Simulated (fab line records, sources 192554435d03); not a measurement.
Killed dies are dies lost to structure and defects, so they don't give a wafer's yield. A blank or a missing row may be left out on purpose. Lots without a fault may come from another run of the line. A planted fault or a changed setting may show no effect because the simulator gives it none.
Chamber matching | flow n5_finfet | N5_BEOL_M7_CURE_75 on uv_cure-01: 3 sister chambers
The step cures SiCOH lowk, time 120 s. 6 wafers are shown with their chamber, then 8 later ones without.

WAFERS WITH THEIR CHAMBER
wafer  | chamber | wafer_temp_C_max | lamp_power_pct (%)
L370.4 | 2       | 371.1            | 52.34
L370.5 | 2       | 371.1            | 52.40
L371.6 | 1       | 371.0            | 52.25
L380.2 | 0       | 371.3            | 52.31
L380.5 | 0       | 370.8            | 52.34
L378.2 | 1       | 370.7            | 52.37

WAFERS WITHOUT THEIR CHAMBER
wafer  | wafer_temp_C_max | lamp_power_pct (%)
L378.3 | 370.9            | 52.25
L378.5 | 370.9            | 52.37
L382.1 | 371.3            | 52.35
L382.3 | 371.7            | 52.25
L382.5 | 372.3            | 52.28
L383.1 | 371.3            | 52.28
L383.3 | 371.5            | 52.32
L383.5 | 371.7            | 52.38

WHICH CHAMBER EACH WENT THROUGH
wafer  | from the rows above          | in truth
L378.3 | can't be placed: 1 or 0 or 2 | 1
L378.5 | can't be placed: 2 or 0 or 1 | 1
L382.1 | can't be placed: 2 or 0 or 1 | 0
L382.3 | can't be placed: 0 or 2 or 1 | 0
L382.5 | can't be placed: 2 or 0 or 1 | 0
L383.1 | can't be placed: 0 or 2 or 1 | 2
L383.3 | can't be placed: 0 or 2 or 1 | 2
L383.5 | can't be placed: 2 or 0 or 1 | 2
Placed correctly: 0 of 8. Can't be placed from these rows: 8 (the true chamber is among the candidates in 8). Placed wrongly: 0.
How it was worked out, from the rows above alone: a wafer's distance from a chamber is the root of the sum, over the readings, of the square of ((its reading less the chamber's mean) divided by the reading's scatter). The wafer belongs to the nearest chamber; if the next one is less than 2 further off, it can't be placed. A chamber's mean is the mean of its shown wafers. The scatter: the root of (the sum of the squares of (reading less its chamber's mean) over the shown wafers, divided by (wafers less chambers)).
